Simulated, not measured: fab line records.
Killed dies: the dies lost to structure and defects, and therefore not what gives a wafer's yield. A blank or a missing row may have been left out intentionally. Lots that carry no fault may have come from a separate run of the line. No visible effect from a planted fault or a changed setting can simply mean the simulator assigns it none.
Chamber matching :: flow nand harc :: NHARC_A_CHANNEL_FILL_D2_ALD_16 on ald hk-02: 4 sister chambers
The step deposits SiO2, target thk 1.5 nm, pulse time 10 s, ald cycles 15. 4 wafers are shown with their chamber, then 9 later ones without.

== WAFERS WITH THEIR CHAMBER ==
wafer: L075.1
chamber: 2
heater power w (W): 457

wafer: L084.6
chamber: 3
heater power w (W): 499

wafer: L086.1
chamber: 1
heater power w (W): 442

wafer: L086.5
chamber: 0
heater power w (W): 441

== WAFERS WITHOUT THEIR CHAMBER ==
wafer: L087.1
heater power w (W): 437

wafer: L087.2
heater power w (W): 460

wafer: L087.6
heater power w (W): 443

wafer: L091.3
heater power w (W): 512

wafer: L091.5
heater power w (W): 454

wafer: L091.6
heater power w (W): 453

wafer: L092.1
heater power w (W): 461

wafer: L092.2
heater power w (W): 496

wafer: L092.4
heater power w (W): 446

== WHICH CHAMBER EACH ONE RAN IN ==
wafer: L087.1
from the rows above: can't be placed: 0 or 1
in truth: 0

wafer: L087.2
from the rows above: 2
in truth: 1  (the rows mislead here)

wafer: L087.6
from the rows above: can't be placed: 1 or 0
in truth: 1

wafer: L091.3
from the rows above: 3
in truth: 3

wafer: L091.5
from the rows above: can't be placed: 2 or 1 or 0
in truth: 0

wafer: L091.6
from the rows above: can't be placed: 2 or 1 or 0
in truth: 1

wafer: L092.1
from the rows above: 2
in truth: 2

wafer: L092.2
from the rows above: 3
in truth: 3

wafer: L092.4
from the rows above: can't be placed: 1 or 0 or 2
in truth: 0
Placed correctly: 3 of 9. Cannot be placed on the basis of these rows: 5; the candidates contain the true chamber in 5. Placed wrongly: 1.
How it was worked out, from the rows above alone: a wafer's distance from a chamber is the root of the sum, over the readings, of the square of ((its reading less the chamber's mean) divided by the reading's scatter). If the next closest chamber is less than 2 further off than the closest, the wafer can't be placed; otherwise it belongs to the closest. For every chamber, the mean is computed from those of its wafers that are shown. The scatter (one wafer shown for each chamber): square how far every hidden wafer sits from the nearest shown wafer, average those squares and take the square root.
